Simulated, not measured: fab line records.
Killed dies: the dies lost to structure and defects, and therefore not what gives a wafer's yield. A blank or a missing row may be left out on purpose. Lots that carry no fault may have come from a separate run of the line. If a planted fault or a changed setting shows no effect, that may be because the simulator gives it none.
fab line records    flow n5_finfet
[record] lots = 15  wafers = 45  last_day = 17
route steps=1938 shown BEOL_M1@752 BEOL_M4@1111
lots that met no fault: taken from a fault-free run of the same line
start_h: start of the lot's first displayed wafer, in hours after the record's first day    wait_h: how many hours have passed since the lot's step before this one    " identical to the entry in the row above    L1.1+2: several wafers, shown together as one row    - no value, or no start was given    * or withheld: withheld    < > ~ a bound
route shown NAME@n: NAME is a module with steps in the file, n the number in the route of the first one    usual: mean and standard deviation over wafers with no fault    same: alike in all rows    chamber/n: place in a boat    sites: the reading at each site    _std_site: standard deviation across them    _edge_site: inner sites' mean taken away from outer sites' mean    radius_mm: for every site, how far away it sits from the centre of the wafer    mask NAME#n: copy n    behind: the tool/chamber that last shaped the wafer    hold: why the lot went on hold/how many hours it stayed there/how the hold came to an end    device: the transistor (n, p or np) that didn't switch    end of line: tests run on the same wafers once the route is complete    where a step has no rows: the recipe by itself    killed: the dies lost at the first sort to structure and to defects; this is not the yield of the wafer    map: dies across one wafer; x = killed, . = not, _ = none there
set.NAME: the run value of the setting; set.NAME@STEP: its run value at that earlier step    model.NAME: the simulator's own value behind a step, which no gauge read
one table for each step of the route and one row for each wafer, over a sample of lots
services: a tool's chamber out of use, with start hour (start_h, from the record's first day; less than 0 if before it), hours out, and reason
[[steps]]
[step N5_BEOL_M1_THK_MEAS_01]
[recipe] reads = SiOC_of_BEOL_M1_ILD_DEP_00
[usual] M1_ILD_THK = 78.5/0.95
lot.wafer  tool           chamber  start_h  wait_h  M1_ILD_THK[nm]
L889.1     film_metro-01  -        120.01   0.0     79.0
L889.4     "              -        "        "       81.3
L889.6     "              -        "        "       80.8
L890.1     film_metro-01  -        131.73   0.0     77.9
L890.2     "              -        "        "       76.6
L890.4     "              -        "        "       76.5
L892.2     film_metro-01  -        136.49   0.1     77.7
L892.3     "              -        "        "       77.3
L892.4     "              -        "        "       79.2
L893.1     film_metro-02  -        139.96   0.0     77.9
L893.3     "              -        "        "       77.9
L893.5     "              -        "        "       80.4
L896.1     film_metro-01  -        161.70   0.0     76.9
L896.5     "              -        "        "       78.0
L896.6     "              -        "        "       78.6
L897.1     film_metro-01  -        165.90   0.0     77.8
L897.4     "              -        "        "       79.2
L897.6     "              -        "        "       78.7
L898.2     film_metro-01  -        172.17   0.1     77.3
L898.4     "              -        "        "       79.0
L898.6     "              -        "        "       78.2
L902.1     film_metro-02  -        196.77   0.0     77.7
L902.2     "              -        "        "       77.6
L902.5     "              -        "        "       79.0
L904.1     film_metro-01  -        210.97   0.0     77.0
L904.3     "              -        "        "       75.9
L904.4     "              -        "        "       78.6
L905.2     film_metro-01  -        212.13   0.1     78.3
L905.5     "              -        "        "       79.3
L905.6     "              -        "        "       78.9
L907.1     film_metro-01  -        229.20   0.0     77.6
L907.2     "              -        "        "       78.0
L907.5     "              -        "        "       78.8
L908.1     film_metro-01  -        232.69   0.0     76.8
L908.3     "              -        "        "       78.3
L908.4     "              -        "        "       78.5
L909.2     film_metro-02  -        247.84   0.1     79.8
L909.3     "              -        "        "       78.9
L909.6     "              -        "        "       80.1
L911.1     film_metro-01  -        251.99   0.0     78.8
L911.4     "              -        "        "       79.6
L911.5     "              -        "        "       80.6
L912.2     film_metro-02  -        256.27   0.1     77.9
L912.4     "              -        "        "       79.2
L912.5     "              -        "        "       78.6
[step N5_BEOL_M1_CD_MEAS_11]
[recipe] target_cd_nm = 17.05  landing_energy_ev = 500  detector = se_inlens  polarity = opening
[usual] cd_nm = 17.15/0.24
[same] landing_energy_ev = 500
lot.wafer  tool       chamber  start_h  wait_h  cd_nm
L889.1     cd_sem-01  0        121.85   -       17.09
L889.4     "          0        "        "       17.63
L889.6     "          0        "        "       17.44
L890.1     cd_sem-02  0        132.68   -       17.02
L890.2     "          0        "        "       17.44
L890.4     "          0        "        "       17.34
L892.2     cd_sem-03  0        138.02   -       16.94
L892.3     "          0        "        "       17.41
L892.4     "          0        "        "       17.36
L893.1     cd_sem-01  0        141.44   -       17.11
L893.3     "          0        "        "       17.21
L893.5     "          0        "        "       17.00
L896.1     cd_sem-01  0        164.21   -       17.25
L896.5     "          0        "        "       17.31
L896.6     "          0        "        "       17.18
L897.1     cd_sem-01  0        169.13   -       17.38
L897.4     "          0        "        "       17.28
L897.6     "          0        "        "       17.35
L898.2     cd_sem-03  0        173.50   -       17.06
L898.4     "          0        "        "       16.87
L898.6     "          0        "        "       16.69
L902.1     cd_sem-02  0        198.43   -       17.37
L902.2     "          0        "        "       16.56
L902.5     "          0        "        "       17.24
L904.1     cd_sem-02  0        211.63   -       16.95
L904.3     "          0        "        "       17.39
L904.4     "          0        "        "       17.40
L905.2     cd_sem-01  0        214.06   -       16.95
L905.5     "          0        "        "       17.18
L905.6     "          0        "        "       17.42
L907.1     cd_sem-02  0        230.50   -       17.42
L907.2     "          0        "        "       16.97
L907.5     "          0        "        "       17.68
L908.1     cd_sem-02  0        233.21   -       17.07
L908.3     "          0        "        "       17.62
L908.4     "          0        "        "       17.01
L909.2     cd_sem-01  0        248.85   -       16.92
L909.3     "          0        "        "       16.95
L909.6     "          0        "        "       17.17
L911.1     cd_sem-01  0        252.92   -       17.45
L911.4     "          0        "        "       17.35
L911.5     "          0        "        "       17.11
L912.2     cd_sem-01  0        257.61   -       17.22
L912.4     "          0        "        "       17.24
L912.5     "          0        "        "       17.34
[step N5_BEOL_M1_STRIP_66]
[recipe] chemistry = CF4  resist = SiARC  power_w = 300  bias_power_w = 75  pressure_mtorr = 50  cf4_flow_sccm = 150  rf_frequency_hz = 6e+07
[usual] chamber_pressure_mTorr = 50.00/0.049  drypump_motor_current_A = 5.84/0.22  oes_product_au = 0.76/0.08  rf_vpp_V = 271.1/1.6  showerhead_plenum_p_Torr = 1.79/0.066  throttle_valve_pct = 13.70/0.24
lot.wafer  tool         chamber  start_h  wait_h  chamber_pressure_mTorr  drypump_motor_current_A  oes_product_au  rf_hours_counter_h  rf_vpp_V  showerhead_plenum_p_Torr  throttle_valve_pct
L889.1     rie_diel-05  2        122.18   0.0     49.95                   5.82                     0.88            40                  274.4     1.90                      13.51
L889.4     "            1        "        "       50.02                   5.67                     0.69            224                 270.7     1.78                      13.67
L889.6     "            2        "        "       49.98                   5.81                     0.89            -                   273.8     1.90                      13.53
L890.1     rie_diel-04  1        133.01   0.0     49.96                   6.00                     0.84            64                  271.3     1.74                      13.25
L890.2     "            0        "        "       49.99                   5.55                     0.73            174                 270.5     1.73                      13.66
L890.4     "            3        "        "       50.00                   6.21                     0.74            162                 272.5     1.79                      13.84
L892.2     rie_diel-04  1        138.51   0.0     49.99                   6.00                     0.85            66                  269.3     1.74                      13.25
L892.3     "            3        "        "       49.99                   6.20                     0.74            164                 272.0     1.79                      13.86
L892.4     "            2        "        "       49.97                   5.60                     0.68            242                 268.9     1.70                      13.75
L893.1     rie_diel-03  0        141.77   0.0     49.94                   6.23                     0.73            165                 270.8     1.78                      13.81
L893.3     "            3        "        "       49.86                   5.81                     0.68            242                 269.2     1.69                      13.72
L893.5     "            0        "        "       50.07                   6.24                     0.73            -                   271.1     1.78                      13.81
L896.1     rie_diel-05  3        164.54   0.0     50.05                   6.01                     0.74            146                 269.8     1.72                      13.73
L896.5     "            0        "        "       50.10                   5.80                     0.69            -                   270.7     1.77                      14.02
L896.6     "            3        "        "       49.97                   6.00                     0.74            -                   268.9     1.72                      13.74
L897.1     rie_diel-03  1        169.57   0.0     50.06                   5.54                     0.75            168                 269.9     1.74                      13.76
L897.4     "            2        "        "       50.05                   5.71                     0.75            148                 273.8     1.86                      13.71
L897.6     "            1        "        "       50.02                   5.56                     0.75            -                   270.0     1.74                      13.79
L898.2     rie_diel-04  0        173.97   0.0     49.96                   5.52                     0.72            185                 268.3     1.73                      13.71
L898.4     "            0        "        "       50.02                   5.56                     0.72            -                   269.0     1.73                      13.72
L898.6     "            3        "        "       49.96                   6.22                     0.74            -                   271.8     1.79                      13.88
L902.1     rie_diel-05  1        198.77   0.0     49.95                   5.68                     0.68            246                 271.7     1.77                      13.74
L902.2     "            2        "        "       50.00                   5.83                     0.85            61                  273.6     1.89                      13.58
L902.5     "            3        "        "       49.97                   6.02                     0.72            -                   270.0     1.71                      13.74
L904.1     rie_diel-05  3        212.09   0.0     50.01                   6.01                     0.73            161                 269.7     1.71                      13.76
L904.3     "            0        "        "       50.02                   5.82                     0.67            235                 271.1     1.77                      14.04
L904.4     "            0        "        "       49.97                   5.81                     0.68            -                   271.5     1.77                      14.05
L905.2     rie_diel-05  3        214.39   0.0     50.01                   5.99                     0.73            161                 269.2     1.71                      13.77
L905.5     "            2        "        "       50.05                   5.80                     0.84            -                   273.5     1.89                      13.60
L905.6     "            0        "        "       49.98                   5.83                     0.68            -                   271.7     1.77                      14.05
L907.1     rie_diel-05  2        230.93   0.0     50.01                   5.81                     0.83            73                  272.9     1.89                      13.62
L907.2     "            3        "        "       49.97                   5.99                     0.73            168                 269.3     1.71                      13.77
L907.5     "            2        "        "       49.95                   5.79                     0.83            -                   273.1     1.89                      13.61
L908.1     rie_diel-03  2        233.54   0.0     49.96                   5.70                     0.74            170                 274.7     1.86                      13.77
L908.3     "            0        "        "       49.94                   6.26                     0.71            196                 269.9     1.78                      13.87
L908.4     "            3        "        "       50.00                   5.77                     0.92            12                  272.1     1.89                      13.15
L909.2     rie_diel-05  3        249.24   0.0     50.11                   5.99                     0.72            175                 268.9     1.71                      13.80
L909.3     "            1        "        "       49.96                   5.67                     0.95            6                   269.2     1.77                      13.20
L909.6     "            3        "        "       50.07                   6.01                     0.72            -                   269.6     1.71                      13.80
L911.1     rie_diel-03  0        253.25   0.0     50.09                   6.24                     0.70            203                 270.1     1.77                      13.88
L911.4     "            3        "        "       50.01                   5.78                     0.91            18                  273.1     1.89                      13.18
L911.5     "            3        "        "       50.01                   5.78                     0.91            -                   273.5     1.89                      13.20
L912.2     rie_diel-05  3        257.94   0.0     49.99                   5.98                     0.71            178                 271.0     1.71                      13.79
L912.4     "            3        "        "       50.02                   5.96                     0.72            -                   269.8     1.71                      13.80
L912.5     "            2        "        "       49.99                   5.83                     0.82            -                   273.0     1.88                      13.63
[step N5_BEOL_M1_HM_OPEN_17]
[recipe] chemistry = Cl2/BCl3  target_depth_a = 200  overetch_a = 60  target = TiN  mask_material = SOC  ion_energy_ev = 150  pressure_mtorr = 10  icp_w = 1000  bias_w = 126  Cl2_flow_sccm = 53.25  bcl3_flow_sccm = 21.75  Ar_flow_sccm = 25
[usual] bcl3_flow_sccm = 21.75/0.07  bias_w = 126.0/0.4  chamber_pressure_mTorr = 10.000/0.0096  drypump_motor_current_A = 5.5/0.5  oes_product_au = 0.66/0.088  throttle_valve_pct = 22.16/0.28
lot.wafer  tool          chamber  start_h  wait_h  bcl3_flow_sccm  bias_w  chamber_pressure_mTorr  drypump_motor_current_A  oes_product_au  rf_hours_counter_h  throttle_valve_pct
L889.1     rie_metal-01  0        122.22   0.0     21.74           125.6   10.018                  5.9                      0.71            18                  22.34
L889.4     "             1        "        "       21.61           126.2   10.011                  5.1                      0.77            -                   22.16
L889.6     "             1        "        "       21.73           125.9   10.017                  5.1                      0.78            -                   22.16
L890.1     rie_metal-03  0        133.05   0.0     21.88           125.4   10.001                  6.4                      0.76            8                   21.63
L890.2     "             1        "        "       21.65           126.3   10.010                  4.8                      0.76            11                  21.93
L890.4     "             0        "        "       21.73           126.3   9.995                   6.4                      0.76            -                   21.63
L892.2     rie_metal-02  1        138.55   0.0     21.72           126.1   9.994                   5.6                      0.54            108                 22.27
L892.3     "             0        "        "       21.70           126.4   10.002                  5.4                      0.55            -                   22.52
L892.4     "             1        "        "       21.70           125.8   10.003                  5.6                      0.53            -                   22.25
L893.1     rie_metal-01  0        141.81   0.0     21.71           126.2   10.026                  5.9                      0.71            20                  22.32
L893.3     "             1        "        "       21.79           126.6   10.009                  5.1                      0.77            -                   22.18
L893.5     "             1        "        "       21.66           125.8   10.005                  5.1                      0.77            -                   22.17
L896.1     rie_metal-02  1        164.58   0.0     -               -       -                       -                        -               -                   -
L896.5     "             0        "        "       -               -       -                       -                        -               -                   -
L896.6     "             1        "        "       -               -       -                       -                        -               -                   -
L897.1     rie_metal-03  0        169.61   0.0     -               -       -                       -                        -               -                   -
L897.4     "             0        "        "       -               -       -                       -                        -               -                   -
L897.6     "             0        "        "       -               -       -                       -                        -               -                   -
L898.2     rie_metal-02  0        174.01   0.0     -               -       -                       -                        -               -                   -
L898.4     "             1        "        "       -               -       -                       -                        -               -                   -
L898.6     "             0        "        "       -               -       -                       -                        -               -                   -
L902.1     rie_metal-02  0        198.81   0.0     21.77           125.9   9.994                   5.4                      0.55            101                 22.52
L902.2     "             1        "        "       21.76           126.2   10.002                  5.6                      0.53            113                 22.26
L902.5     "             0        "        "       21.66           126.2   9.993                   5.3                      0.56            -                   22.53
L904.1     rie_metal-03  1        212.13   0.0     21.74           126.1   10.013                  4.9                      0.73            19                  21.98
L904.3     "             1        "        "       21.79           126.1   10.004                  4.8                      0.73            -                   21.96
L904.4     "             0        "        "       21.62           125.3   10.002                  6.4                      0.74            -                   21.63
L905.2     rie_metal-03  0        214.43   0.0     21.76           126.0   10.008                  6.4                      0.73            14                  21.63
L905.5     "             1        "        "       21.77           125.5   9.996                   4.8                      0.72            -                   21.97
L905.6     "             0        "        "       21.79           126.2   9.991                   6.4                      0.72            -                   21.66
L907.1     rie_metal-01  1        230.97   0.0     21.77           126.2   9.998                   5.1                      0.73            16                  22.21
L907.2     "             0        "        "       21.80           125.4   10.002                  5.9                      0.68            29                  22.34
L907.5     "             1        "        "       21.79           126.0   10.010                  5.1                      0.73            -                   22.19
L908.1     rie_metal-01  0        233.58   0.0     21.79           125.9   10.002                  5.9                      0.68            29                  22.35
L908.3     "             0        "        "       21.73           126.2   10.011                  5.9                      0.68            -                   22.34
L908.4     "             1        "        "       21.68           125.9   10.001                  5.1                      0.73            -                   22.18
L909.2     rie_metal-02  1        249.28   0.0     21.67           125.5   10.016                  5.6                      0.53            118                 22.27
L909.3     "             1        "        "       21.63           125.8   9.999                   5.6                      0.53            -                   22.26
L909.6     "             0        "        "       21.65           125.9   10.002                  5.4                      0.55            -                   22.56
L911.1     rie_metal-03  0        253.29   0.0     21.72           126.7   9.993                   6.4                      0.70            17                  21.66
L911.4     "             1        "        "       21.77           126.1   9.978                   4.8                      0.71            -                   21.98
L911.5     "             0        "        "       21.77           125.3   10.011                  6.4                      0.70            -                   21.67
L912.2     rie_metal-03  1        257.98   0.0     21.75           125.9   10.003                  4.8                      0.70            23                  21.98
L912.4     "             0        "        "       21.63           126.9   9.986                   6.4                      0.71            -                   21.63
L912.5     "             1        "        "       21.86           126.0   10.004                  4.8                      0.71            -                   21.96
[step N5_BEOL_M1_CD_MEAS_18]
[recipe] pitch_nm = 36  target_cd_nm = 18
[usual] cd_nm = 18.1/0.34
lot.wafer  tool       chamber  start_h  wait_h  cd_nm
L889.1     cd_sem-01  -        122.40   0.0     18.1
L889.4     "          -        "        "       18.1
L889.6     "          -        "        "       18.0
L890.1     cd_sem-02  -        133.23   0.0     17.7
L890.2     "          -        "        "       18.3
L890.4     "          -        "        "       18.1
L892.2     cd_sem-01  -        138.73   0.1     17.9
L892.3     "          -        "        "       18.3
L892.4     "          -        "        "       18.1
L893.1     cd_sem-02  -        141.99   0.0     18.3
L893.3     "          -        "        "       18.2
L893.5     "          -        "        "       18.4
L896.1     cd_sem-01  -        164.76   0.0     -
L896.5     "          -        "        "       -
L896.6     "          -        "        "       -
L897.1     cd_sem-03  -        169.80   0.0     -
L897.4     "          -        "        "       -
L897.6     "          -        "        "       -
L898.2     cd_sem-01  -        174.21   0.1     -
L898.4     "          -        "        "       -
L898.6     "          -        "        "       -
L902.1     cd_sem-01  -        198.99   0.0     17.9
L902.2     "          -        "        "       17.6
L902.5     "          -        "        "       18.3
L904.1     cd_sem-02  -        212.31   0.0     18.1
L904.3     "          -        "        "       18.1
L904.4     "          -        "        "       18.3
L905.2     cd_sem-01  -        214.61   0.1     18.1
L905.5     "          -        "        "       18.4
L905.6     "          -        "        "       18.1
L907.1     cd_sem-01  -        231.15   0.0     17.7
L907.2     "          -        "        "       18.1
L907.5     "          -        "        "       18.4
L908.1     cd_sem-01  -        233.84   0.0     17.8
L908.3     "          -        "        "       18.3
L908.4     "          -        "        "       18.7
L909.2     cd_sem-02  -        249.46   0.1     17.3
L909.3     "          -        "        "       18.2
L909.6     "          -        "        "       17.2
L911.1     cd_sem-01  -        253.47   0.0     18.1
L911.4     "          -        "        "       18.4
L911.5     "          -        "        "       18.5
L912.2     cd_sem-02  -        258.16   0.1     18.1
L912.4     "          -        "        "       17.8
L912.5     "          -        "        "       18.3
[step N5_BEOL_M4_RC_MEAS_101]
[usual] DIBL_N = 36.8/1.5  DIBL_P = 37.1/2.1  IOFF_N = 0.168/0.03  IOFF_P = 0.22/0.034  ION_N = 679/12  ION_P = 466/8  SS_N = 71.7/0.58  SS_P = 73.5/0.67  VT_N = 248.8/2.7  VT_P = -250/3.3
lot.wafer  tool       chamber  start_h  wait_h  DIBL_N[mV/V]  DIBL_P[mV/V]  IOFF_N[nA/um]  IOFF_P[nA/um]  ION_N[uA/um]  ION_P[uA/um]  SS_N[mV/dec]  SS_P[mV/dec]  VT_N[mV]  VT_P[mV]
L889.1     prober-02  0        156.19   0.0     38.6          39.9          0.204          0.24           683           463           73.2          74.1          247.3     -249
L889.4     "          0        "        "       34.9          35.0          0.135          0.17           662           455           71.3          73.5          250.8     -256
L889.6     "          0        "        "       38.5          39.9          0.213          0.25           679           466           71.6          74.3          244.0     -247
L890.1     prober-01  0        170.64   0.0     37.6          39.4          0.203          0.29           694           475           71.2          74.3          245.8     -247
L890.2     "          0        "        "       37.3          37.8          0.181          0.25           679           466           71.3          73.5          249.1     -248
L890.4     "          0        "        "       38.0          39.2          0.197          0.28           679           470           71.7          74.9          247.4     -246
L893.1     prober-02  0        179.56   0.0     36.4          37.5          0.165          0.22           677           468           71.8          72.7          247.4     -253
L893.3     "          0        "        "       38.7          40.5          0.200          0.27           687           468           72.6          74.0          246.2     -247
L893.5     "          0        "        "       36.0          37.8          0.152          0.23           679           468           71.0          72.7          251.6     -246
L892.2     prober-02  0        181.93   0.2     36.8          36.8          0.162          0.26           690           482           71.3          73.5          248.8     -246
L892.3     "          0        "        "       37.9          38.8          0.184          0.29           689           479           71.8          74.2          249.6     -242
L892.4     "          0        "        "       37.9          37.6          0.190          0.26           704           486           71.9          73.5          246.3     -246
L902.1     prober-02  0        242.12   0.0     34.3          32.5          0.132          0.19           662           465           70.9          73.3          250.2     -251
L902.2     "          0        "        "       36.4          34.9          0.166          0.22           676           470           71.2          73.4          247.7     -250
L902.5     "          0        "        "       35.6          34.2          0.152          0.21           670           461           71.0          74.0          249.4     -250
L904.1     prober-02  0        248.52   0.0     36.5          37.7          0.184          0.21           686           463           71.9          73.9          245.8     -253
L904.3     "          0        "        "       35.7          37.1          0.152          0.19           682           471           71.7          72.8          249.9     -254
L904.4     "          0        "        "       38.2          39.7          0.230          0.24           697           476           73.2          74.2          242.6     -250
L905.2     prober-01  0        262.98   0.2     37.2          37.4          0.178          0.23           690           467           71.8          72.4          245.2     -249
L905.5     "          0        "        "       38.1          38.0          0.182          0.25           689           470           71.6          73.9          247.6     -247
L905.6     "          0        "        "       35.6          35.5          0.146          0.20           683           468           70.7          72.7          251.3     -249
L907.1     prober-01  0        268.45   0.0     38.4          38.2          0.189          0.24           696           480           72.0          73.4          246.2     -250
L907.2     "          0        "        "       37.9          37.6          0.169          0.24           677           464           71.6          73.5          245.0     -249
L907.5     "          0        "        "       37.8          38.1          0.193          0.25           708           484           72.4          74.2          243.7     -245
L908.1     prober-01  0        275.70   0.0     36.0          37.5          0.143          0.21           670           462           72.4          74.4          250.8     -251
L908.3     "          0        "        "       36.6          37.5          0.163          0.20           677           460           72.0          73.6          247.4     -251
L908.4     "          0        "        "       33.2          33.1          0.102          0.15           651           451           71.3          72.1          255.1     -254
L909.2     prober-02  0        294.62   0.2     38.9          37.8          0.177          0.19           678           460           72.3          73.9          247.2     -256
L909.3     "          0        "        "       36.8          35.5          0.135          0.17           675           459           70.8          73.3          254.0     -256
L909.6     "          0        "        "       38.6          36.7          0.174          0.18           683           462           72.4          73.7          249.3     -257
L911.1     prober-02  0        296.59   0.0     33.4          33.0          0.126          0.19           679           469           71.3          72.9          252.8     -251
L911.4     "          0        "        "       34.7          34.8          0.147          0.22           681           472           71.5          73.4          252.4     -247
L911.5     "          0        "        "       36.5          36.2          0.164          0.26           678           474           72.4          73.0          248.7     -246
L912.2     prober-01  0        314.67   0.2     37.7          38.6          0.167          0.25           676           467           71.3          73.1          249.5     -246
L912.4     "          0        "        "       38.0          37.2          0.171          0.22           680           469           71.0          72.6          249.2     -248
L912.5     "          0        "        "       35.4          34.7          0.135          0.18           667           455           71.3          72.9          252.4     -251
[[services]]
tool          chamber  start_h  hours  kind
rie_metal-03  -        123.91   0.3    repair
rie_diel-05   2        156.09   5.9    repair
rie_diel-03   -        158.81   0.4    repair
rie_diel-04   2        166.33   -      clean
rie_diel-04   2        166.33   -      consumable_replace:esc
rie_diel-04   2        166.33   -      consumable_replace:focus_ring
rie_diel-04   2        166.33   -      consumable_replace:showerhead
rie_metal-02  -        166.55   2.8    pm
rie_diel-03   3        173.66   -      clean
rie_diel-03   3        173.66   -      consumable_replace:focus_ring
rie_diel-03   3        173.66   -      consumable_replace:showerhead
rie_diel-03   3        173.66   21.4   scheduled_down
rie_diel-03   3        173.66   21.4   vent_cycle
rie_metal-01  1        176.03   10.8   repair
rie_metal-03  0        196.89   10.6   repair
rie_diel-05   1        210.42   -      clean
rie_diel-05   1        210.42   -      consumable_replace:focus_ring
rie_diel-05   1        210.42   23.2   scheduled_down
rie_diel-05   1        210.42   23.2   vent_cycle
rie_metal-02  0        221.71   10.9   repair
rie_diel-04   -        234.11   1.7    repair
rie_diel-04   0        248.92   19.3   repair
rie_diel-05   0        250.22   -      clean
rie_diel-05   0        250.22   -      consumable_replace:focus_ring
[[key]]
[first_sign] step = N5_BEOL_M1_HM_OPEN_17  reading = tool_record  direction = missing
[effect] step = N5_BEOL_M1_CD_MEAS_18  reading = cd_nm  direction = missing
met_at N5_BEOL_M1_HM_OPEN_17
struck_lots L896,L897,L898
later_rows_left_out L896.1,L896.5,L896.6,L897.1,L897.4,L897.6,L898.2,L898.4,L898.6
sort_left_out L896.1,L896.5,L896.6,L897.1,L897.4,L897.6,L898.2,L898.4,L898.6
not_acting_at N5_BEOL_M1_THK_MEAS_01,N5_BEOL_M1_CD_MEAS_11,N5_BEOL_M1_STRIP_66
onset_between 138.55 164.58
[fault] kind = skipped_step_whole  tool = rie_metal-02,rie_metal-03  chamber = -  onset_h = 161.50  steps = N5_BEOL_M1_HM_OPEN_17  scope = struck_lots_only
// sort_left_out: the simulated sort isn't trusted on such a fault, so these wafers' sort isn't shown, and their yield isn't known
// later_rows_left_out: the simulator's readings of these wafers behind a module that went badly wrong aren't trusted and aren't shown, but for the sort
